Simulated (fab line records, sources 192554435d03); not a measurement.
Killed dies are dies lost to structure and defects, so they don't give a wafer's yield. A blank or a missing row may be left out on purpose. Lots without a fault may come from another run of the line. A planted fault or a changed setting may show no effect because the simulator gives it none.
A struck lot beside a sound one | flow n5_finfet | 39 steps out of a route of 1938
Sound: wafers L512.3, L512.4, L512.5. Struck: wafers L508.1, L508.2, L508.4. The cause comes at the end.
At each step with rows: each side's tool, then ch and its chambers, then its first start. Under that, the readings that differ: sound wafers | struck wafers | difference of the means | sigmas: that difference in standard deviations of wafers without a fault.
alike: readings whose means differ by less than 2 such deviations, and words and numbers that are the same on both sides. not compared: withheld readings, readings that some wafer has no value for, bounds like >300 that may hide the same value, and numbers for which the record gives no deviation and whose values overlap.
The two part at a step that has a row with sigmas, a row that says differs or no value, or rows on one side only. Numbers that don't overlap but have no deviation are shown without sigmas and don't part them. A reading that every wafer of one side lacks parts them only if that side has two wafers or more.

first, 11 steps without rows for these wafers: N5_BEOL_M0_SAQP_DESCUM_19 (chemistry O2, time 7.9 s); N5_BEOL_M0_SAQP_ETCH_83 (etches SiARC in CF4, target depth 39 nm, time 65 s); N5_BEOL_M0_SAQP_ETCH_84 (etches SOC in N2/H2, target depth 100 nm, overetch 20 nm, time 150 s); N5_BEOL_M0_SAQP_STRIP_80 (strips in N2/H2); N5_BEOL_M0_SAQP_HM_OPEN_112 (chemistry CHF3/O2, target SiO2, stops on a-Si, target depth 12 nm, time 13.5 s); N5_BEOL_M0_SAQP_STRIP_113 (strips in CHF3/O2); N5_BEOL_M0_SAQP_MANDREL_ETCH_20 (etches a-Si in HBr/Cl2, stops on SiNx, target depth 60 nm, bt time 10 s, time 30 s); N5_BEOL_M0_SAQP_STRIP_86 (strips in N2/H2); N5_BEOL_M0_SAQP_STRIP_115 (strips in post etch residue remover, time 60 s); N5_BEOL_M0_SAQP_SRD_93 (time 30 s); N5_BEOL_M0_SAQP_RECESS_114 (chemistry HF/NH3, target SiO2, target depth 14.4 nm, afs cycles 3, sublimation time 60 s).
N5_BEOL_M0_SAQP_SPACER1_ALD_98: deposits SiO2, target thk 12.8 nm, pulse time 1 s, purge time 2 s.
  sound on ald_sin-02 ch 1,2, day 11 09:54; struck on ald_sin-03 ch 0,1,3, day 10 09:10
  reading                                               | sound          | struck         | difference | sigmas
  ald_cycles                                            | 138 138 138    | 252 252 252    | +114       |
  model.SiO2_of_BEOL_M0_SAQP_SPACER1_ALD_98.thk_nm (nm) | 12.8 12.8 12.8 | 23.2 23.4 23.4 | +10.5      |
  alike: chamber_pressure_Torr, heater_power_w, precursor_pulse_height_rel
then, 1 step without rows for these wafers: N5_BEOL_M0_SAQP_SPACER1_ETCHBACK_99 (etches SiO2 in CHF3/O2, target depth 15.4 nm, time 7.7 s).
N5_BEOL_M0_SAQP_MANDREL1_REMOVE_100: chemistry HBr/Cl2/O2, target a-Si, stops on SiNx, bt time 10 s.
  sound on rie_si-06 ch 0,2, day 11 10:28; struck on rie_si-01 ch 1,2,3, day 10 09:44
  reading                                               | sound        | struck         | difference | sigmas
  model.SiO2_of_BEOL_M0_SAQP_SPACER1_ALD_98.thk_nm (nm) | 7.4 7.4 7.4  | 17.8 18 18     | +10.5      |
  model.BEOL_M0_SAQP.cd_nm (nm)                         | 12.8 12.8 13 | 23.2 23.6 23.2 | +10.5      |
  alike: drypump_motor_current_A, oes_product_au, throttle_valve_pct
  not compared: rf_hours_counter_h
N5_BEOL_M0_SAQP_CD_MEAS_25: target cd 13.1 nm.
  sound on cd_sem-03 ch 0, day 11 10:34; struck on cd_sem-02 ch 0, day 10 09:50
  reading    | sound             | struck            | difference | sigmas
  cd_nm (nm) | 12.96 12.66 13.10 | 23.14 23.47 23.28 | +10.39     | +49
then, 22 steps without rows for these wafers: N5_BEOL_M0_SAQP_ETCH_101 (etches SiNx in CH3F/O2, target depth 29.9 nm, time 42.7 s); N5_BEOL_M0_SAQP_ETCH_102 (etches SiO2 in CF4, target depth 4 nm, time 4.4 s); N5_BEOL_M0_SAQP_MANDREL_ETCH_103 (etches a-Si in HBr/Cl2, stops on SiCN, target depth 45 nm, bt time 10 s, time 27 s); N5_BEOL_M0_SAQP_RECESS_104 (chemistry HF/NH3, target SiO2, target depth 18 nm, afs cycles 3, sublimation time 60 s); N5_BEOL_M0_SAQP_COAT_105 (time 60 s, resist thk 100 nm); N5_BEOL_M0_SAQP_ETCH_106 (etches SOC in N2/H2, stops on SiNx, target depth 150 nm); N5_BEOL_M0_SAQP_ETCH_107 (etches SiNx in CH3F/O2, target depth 30 nm); N5_BEOL_M0_SAQP_STRIP_108 (strips in N2/H2); N5_BEOL_M0_SAQP_RECESS_109 (chemistry HF/NH3, target SiO2, target depth 3 nm, afs cycles 1, sublimation time 60 s); N5_BEOL_M0_SAQP_SPACER2_ALD_26 (deposits SiO2, target thk 15 nm, pulse time 1 s, purge time 2 s); N5_BEOL_M0_SAQP_SPACER2_ETCHBACK_27 (etches SiO2 in CHF3/O2, target depth 22.5 nm, time 11.25 s); N5_BEOL_M0_SAQP_MANDREL2_REMOVE_110 (chemistry HBr/Cl2/O2, target a-Si, stops on SiCN, bt time 10 s); N5_BEOL_M0_SAQP_COAT_69 (time 60 s, resist thk 90 nm); N5_BEOL_M0_SAQP_COAT_72 (time 60 s, resist thk 15 nm); N5_BEOL_M0_SAQP_COAT_87 (time 60 s, resist thk 5 nm); N5_BEOL_M0_SAQP_COAT_34 (resist thk 30 nm); N5_BEOL_M0_SAQP_EBR_36; N5_BEOL_M0_SAQP_SOFTBAKE_35 (time 60 s); N5_BEOL_M0_SAQP_EXPOSE_37 (exposes mask M0 CUT1, target cd 30 nm); N5_BEOL_M0_SAQP_PEB_38 (peb time 60 s); N5_BEOL_M0_SAQP_DEVELOP_39 (develop time 30 s); N5_BEOL_M0_SAQP_DESCUM_45 (chemistry O2, time 7 s).
N5_BEOL_M4_RC_MEAS_101:
  the record has rows for the sound wafers here (prober-01 ch 0, day 13 18:26) and none for the struck ones
-- the record jumps here: 7 days lie between the struck wafers' starts before and after (it left off in module BEOL_M4 and takes up again in module PASSIVATION, whose first step shown is number 1936 of the route) --
N5_PASSIVATION_PROBE_49:
  the record has rows for the struck wafers here (prober-01, day 17 11:00) and none for the sound ones

WHERE THEY PART
First at N5_BEOL_M0_SAQP_CD_MEAS_25; last, within this record, at N5_PASSIVATION_PROBE_49.

WHY: what the simulator had put in
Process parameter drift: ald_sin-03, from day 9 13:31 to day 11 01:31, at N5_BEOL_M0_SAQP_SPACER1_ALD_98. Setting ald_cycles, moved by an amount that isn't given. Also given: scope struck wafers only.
